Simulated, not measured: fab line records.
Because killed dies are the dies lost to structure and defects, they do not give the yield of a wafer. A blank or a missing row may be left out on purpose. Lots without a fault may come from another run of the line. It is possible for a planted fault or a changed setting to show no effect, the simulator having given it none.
Split-lot study	flow n5_finfet	on a route of 1938 steps: 7 lots, 39 wafers read

## THE SPLIT
At N5_MOL_CONTACT_COAG_ETCH_124 (etches SiNx in CH3F/O2, stops on SiOC, target depth 6.5 nm), the setting target_depth_a was moved away from the recipe's 65 angstrom on 15 of the 39 wafers read, by -58.3% to +50.5%. This setting was run at the recipe's value on the other wafers.

There is no step in the file separating the split from the reading.

## THE READING
SOC_of_MOL_CONTACT_COAG_COAT_62.thk_nm (the simulator's own value, which no gauge read), in nm, at N5_MOL_CONTACT_COAG_ETCH_48 (etches SiOC in C4F6/O2, target depth 15 nm, overetch 4.5 nm, time 17 s). The file gives no usual value for it. Average 45.7 nm, standard deviation 0.4 nm, over the 24 wafers here run with the recipe.

wafer	tool, chamber at the split	target_depth_a as run, angstrom	against the recipe	SOC_of_MOL_CONTACT_COAG_COAT_62.thk_nm, nm	against lot-mates on the recipe
L075.1	rie_diel-04, 0	65	recipe	46.2	-
L075.2	rie_diel-04, 1	65	recipe	46.2	-
L075.3	rie_diel-04, 3	33.16	-49.0%	47.6	+1.3
L075.4	rie_diel-04, 1	33.16	-49.0%	47.6	+1.3
L075.6	rie_diel-04, 0	33.16	-49.0%	47.6	+1.3
L075.5	rie_diel-04, 3	65	recipe	46.4	-
L077.1	rie_diel-06, 0	65	recipe	45.8	-
L077.5	rie_diel-06, 3	65	recipe	45.8	-
L077.2	rie_diel-06, 3	97.8	+50.5%	44.2	-1.5
L077.3	rie_diel-06, 2	65	recipe	45.4	-
L077.4	rie_diel-06, 1	97.8	+50.5%	44.4	-1.3
L077.6	rie_diel-06, 0	97.8	+50.5%	44.4	-1.3
L078.3	rie_diel-06, 2	65	recipe	45	-
L078.4	rie_diel-06, 0,1	65	recipe	45.6	-
L078.6	rie_diel-06, 0,1	65	recipe	45.6	-
L079.1	rie_diel-06, 0	65	recipe	46	-
L079.2	rie_diel-06, 1	30.17	-53.6%	47.4	+1.6
L079.4	rie_diel-06, 3	30.17	-53.6%	47.4	+1.6
L079.3	rie_diel-06, 2	65	recipe	45.2	-
L079.5	rie_diel-06, 0	65	recipe	46.2	-
L079.6	rie_diel-06, 3	30.17	-53.6%	47.6	+1.8
L084.1	rie_diel-06, 3	27.08	-58.3%	47.4	+1.9
L084.2	rie_diel-06, 2	65	recipe	44.8	-
L084.3	rie_diel-06, 1	65	recipe	45.6	-
L084.4	rie_diel-06, 0	27.08	-58.3%	47.6	+2.1
L084.5	rie_diel-06, 0	65	recipe	46	-
L084.6	rie_diel-06, 1	27.08	-58.3%	47.2	+1.7
L092.1	rie_diel-01, 2	65	recipe	46	-
L092.2	rie_diel-01, 1	65	recipe	45.2	-
L092.3	rie_diel-01, 0	65	recipe	45.8	-
L092.6	rie_diel-01, 2	65	recipe	45.8	-
L092.4	rie_diel-01, 1	65	recipe	45.4	-
L092.5	rie_diel-01, 0	65	recipe	45.6	-
L097.1	rie_diel-01, 2	65	recipe	46	-
L097.2	rie_diel-01, 3	65	recipe	45.4	-
L097.3	rie_diel-01, 0	35.53	-45.3%	46.8	+1.1
L097.5	rie_diel-01, 0	35.53	-45.3%	46.8	+1.1
L097.4	rie_diel-01, 2	65	recipe	45.8	-
L097.6	rie_diel-01, 3	35.53	-45.3%	46.6	+0.9
Where a row lists several chambers, the file gives one row for several wafers and doesn't say which wafer went through which chamber.

THE FIT
A straight line over all 39 wafers: SOC_of_MOL_CONTACT_COAG_COAT_62.thk_nm changes by -0.03 nm for each +1% of target_depth_a; r = -0.93; the points scatter about the line by 0.36 nm.
The same after taking each lot's own level away (the mean of its wafers on the recipe; 39 wafers): -0.0285 nm for each +1%; r = -0.95; scatter 0.29 nm.
According to that fit, moving target_depth_a by its largest amount changes the reading by 1.7 nm.
Across the lots, their own levels run from 45.40 to 46.27 nm, a range of 2.2 times the standard deviation given above.
Consequently the slope shifts little with the lot-to-lot level, the two slopes agreeing.
Check: for one of the wafers moved furthest among these (-58.3%), held out of the fit, the line's prediction against its lot-mates is +1.65 nm. Against them it came out at +1.93 nm.

## FURTHER SPLITS ON THESE WAFERS
Other splits were also applied to these wafers ahead of the reading. Each is held against what the fit with the lots' levels taken away leaves over:
other split on the same wafers	wafers away from the commonest value	r with SOC_of_MOL_CONTACT_COAG_COAT_62.thk_nm (lot level and that fit taken away)
N5_FIN_SAQP_ETCH_65 time_s	12	+0.25
N5_SD_EPI_N_EPI_21 epi_growth_time_s	12	-0.04

## THE WHOLE CHAIN: every reading that the file lists as answering this split, in the file's order
step	what it does	reading	change (the file's fit)	r (the file's)
N5_MOL_CONTACT_COAG_ETCH_124	etches SiNx in CH3F/O2, stops on SiOC, target depth 6.5 nm	etch.depth_nm (the simulator's own value, which no gauge read)	not straight: 2.693 at the lowest setting, 5.002 at the recipe, 5.013 at the highest	not given
N5_MOL_CONTACT_COAG_ETCH_124	etches SiNx in CH3F/O2, stops on SiOC, target depth 6.5 nm	SOC_of_MOL_CONTACT_COAG_COAT_62.thk_nm (the simulator's own value, which no gauge read)	-0.0304 nm for each +1% of the setting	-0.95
N5_MOL_CONTACT_COAG_ETCH_48	etches SiOC in C4F6/O2, target depth 15 nm, overetch 4.5 nm, time 17 s	SOC_of_MOL_CONTACT_COAG_COAT_62.thk_nm (the simulator's own value, which no gauge read)	-0.0286 nm for each +1% of the setting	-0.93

## THE FILE'S OWN FIT
SOC_of_MOL_CONTACT_COAG_COAT_62.thk_nm changes by -0.0286 nm for each +1% of target_depth_a, r = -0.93.
